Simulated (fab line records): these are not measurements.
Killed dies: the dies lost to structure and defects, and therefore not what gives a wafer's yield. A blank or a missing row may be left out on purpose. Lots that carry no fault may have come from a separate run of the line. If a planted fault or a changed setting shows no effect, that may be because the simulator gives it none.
Matching of chambers    flow n5Finfet    rieDiel-01 running N5_DUMMY_GATE_ETCH_31: 4 sister chambers
The step etches SiO2 in C4F6/O2, target depth 82.5 nm, time 27.5 s. 14 wafers are shown with their chamber, then 7 later ones without.

WAFERS PAIRED WITH THEIR CHAMBERS
wafer   chamber  drypumpMotorCurrentA (A)  rfVppV (V)  showerheadPlenumPTorr (Torr)
L074.1  1        5.2                       673         2.96
L074.3  0        5.0                       694         2.96
L074.5  1        5.2                       673         2.96
L075.2  2        5.6                       689         2.87
L075.4  0        5.0                       696         2.96
L075.5  2        5.6                       689         2.87
L078.1  1        5.2                       672         2.95
L078.3  0        5.0                       695         2.96
L078.5  1        5.2                       673         2.95
L084.1  1        5.2                       673         2.95
L084.2  2        5.5                       688         2.86
L084.4  3        4.7                       670         2.82
L089.3  1        5.2                       673         2.94
L089.5  3        4.7                       670         2.81

SIGNATURES, as means of the wafers listed above
reading                chamber 0  chamber 1  chamber 2  chamber 3  scatter within a chamber
drypumpMotorCurrentA   5.000      5.200      5.567      4.700      0.0258
rfVppV                 695.00     672.83     688.67     670.00     0.592
showerheadPlenumPTorr  2.9600     2.9517     2.8667     2.8150     0.00632
Rule: a wafer lies at a distance from a chamber equal to the root of the sum of squares, over the readings, of (its reading less the chamber's mean, divided by the reading's scatter). If the next closest chamber is less than 2 further off than the closest, the wafer can't be placed; otherwise it belongs to the closest. The scatter: take each reading less its chamber's mean, square it, sum over the shown wafers, divide by the number of wafers less the number of chambers, and take the root.

WAFERS MISSING THEIR CHAMBER
wafer   drypumpMotorCurrentA (A)  rfVppV (V)  showerheadPlenumPTorr (Torr)
L089.6  5.0                       693         2.95
L095.2  5.2                       673         2.94
L095.5  5.2                       673         2.94
L095.6  5.0                       694         2.94
L096.1  5.0                       693         2.94
L096.4  5.2                       674         2.94
L096.5  5.2                       673         2.94

WHICH CHAMBER EACH WENT THROUGH
wafer   from the rows above  in truth
L089.6  0                    0
L095.2  1                    1
L095.5  1                    1
L095.6  0                    0
L096.1  0                    0
L096.4  1                    1
L096.5  1                    1
Correct placement for 7 of the 7. Can't be placed from these rows: 0. Number placed wrongly: 0.
